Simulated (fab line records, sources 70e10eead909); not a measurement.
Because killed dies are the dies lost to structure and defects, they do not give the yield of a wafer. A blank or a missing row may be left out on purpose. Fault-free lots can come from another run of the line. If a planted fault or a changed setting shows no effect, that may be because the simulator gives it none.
What tool caused it? :: flow nand_harc :: 12 lots with 36 wafers sampled at 3 steps, on a route of 1302 steps

WHAT THE GAUGES SHOWED, per wafer
NHARC_A_STAIRCASE_INSPECT_155.
lot: L075
measured: day 19 14:03
on: defect_inspect-02
raw_defect_count: 320 359 351

lot: L077
measured: day 20 12:38
on: defect_inspect-01
raw_defect_count: 994 542 574

lot: L079
measured: day 20 10:16
on: defect_inspect-02
raw_defect_count: 453 373 350

lot: L082
measured: day 22 04:42
on: defect_inspect-01
raw_defect_count: 372 464 569

lot: L085
measured: day 23 16:55
on: defect_inspect-02
raw_defect_count: 488 966 347

lot: L086
measured: day 23 23:47
on: defect_inspect-02
raw_defect_count: 381 546 515

lot: L087
measured: day 24 14:34
on: defect_inspect-01
raw_defect_count: 351 356 359

lot: L089
measured: day 25 01:47
on: defect_inspect-02
raw_defect_count: 966 618 644

lot: L091
measured: day 26 09:43
on: defect_inspect-01
raw_defect_count: 658 566 508

lot: L093
measured: day 27 05:50
on: defect_inspect-02
raw_defect_count: 382 332 602

lot: L095
measured: day 27 16:04
on: defect_inspect-02
raw_defect_count: 432 314 331

lot: L097
measured: day 29 02:14
on: defect_inspect-01
raw_defect_count: 281 330 320

WHAT TOOL EACH LOT RAN ON (gives the tool, then ch and the chambers of the sampled wafers, and finally the start)
lot: L075
NHARC_A_STAIRCASE_DEP_325: pecvd-01 ch 1,2, day 18 21:33
NHARC_A_STAIRCASE_ETCH_444: rie_diel-03 ch 0,2,3, day 19 07:43

lot: L077
NHARC_A_STAIRCASE_DEP_325: pecvd-04 ch 0,2, day 19 17:23
NHARC_A_STAIRCASE_ETCH_444: rie_diel-02 ch 0,1,3, day 20 05:38

lot: L079
NHARC_A_STAIRCASE_DEP_325: pecvd-04 ch 0,1,2, day 19 18:04
NHARC_A_STAIRCASE_ETCH_444: rie_diel-05 ch 0,2,3, day 20 03:44

lot: L082
NHARC_A_STAIRCASE_DEP_325: pecvd-04 ch 0,2, day 21 13:05
NHARC_A_STAIRCASE_ETCH_444: rie_diel-02 ch 1,2,3, day 21 21:32

lot: L085
NHARC_A_STAIRCASE_DEP_325: pecvd-02 ch 0,1, day 23 02:04
NHARC_A_STAIRCASE_ETCH_444: rie_diel-05 ch 1,2, day 23 09:56

lot: L086
NHARC_A_STAIRCASE_DEP_325: pecvd-04 ch 0,2, day 23 06:11
NHARC_A_STAIRCASE_ETCH_444: rie_diel-05 ch 1,2, day 23 17:10

lot: L087
NHARC_A_STAIRCASE_DEP_325: pecvd-01 ch 0,1, day 23 21:55
NHARC_A_STAIRCASE_ETCH_444: rie_diel-05 ch 0,1,2, day 24 07:52

lot: L089
NHARC_A_STAIRCASE_DEP_325: pecvd-02 ch 1,2, day 24 09:52
NHARC_A_STAIRCASE_ETCH_444: rie_diel-05 ch 0,3, day 24 19:07

lot: L091
NHARC_A_STAIRCASE_DEP_325: pecvd-01 ch 0,2, day 25 16:37
NHARC_A_STAIRCASE_ETCH_444: rie_diel-02 ch 1,2, day 26 02:40

lot: L093
NHARC_A_STAIRCASE_DEP_325: pecvd-01 ch 0,1, day 26 14:46
NHARC_A_STAIRCASE_ETCH_444: rie_diel-03 ch 0,1, day 26 23:22

lot: L095
NHARC_A_STAIRCASE_DEP_325: pecvd-04 ch 0,1,2, day 26 19:41
NHARC_A_STAIRCASE_ETCH_444: rie_diel-05 ch 0,1,3, day 27 10:23

lot: L097
NHARC_A_STAIRCASE_DEP_325: pecvd-01 ch 0,1,2, day 28 10:22
NHARC_A_STAIRCASE_ETCH_444: rie_diel-02 ch 1,3, day 28 19:09
- NHARC_A_STAIRCASE_DEP_325: deposits SiO2, target thk 7200 nm.
- NHARC_A_STAIRCASE_ETCH_444: etches the open film in C4F8/O2, target depth 20400 nm, time 6800 s.

THE ANSWER, worked out from the rows above alone
Rule: usual is defined by the lots themselves. The widest of any qualifying gaps counts: lots, ordered by their means at a reading, are off when they make up no more than a third of the lots, leave a main group of 4 or more, and stand apart from it by 3 or more times the standard deviation of that group's means. A main group whose means are all the same, to the digits that the tables above print for the reading, isn't used. A lot without any number at a reading at which 4 lots or more have one is off too. The other lots that the step has rows for count as sound.
None of the lots is off at any reading shown; this tells nothing.

WHAT THE SIMULATOR HAD PUT IN
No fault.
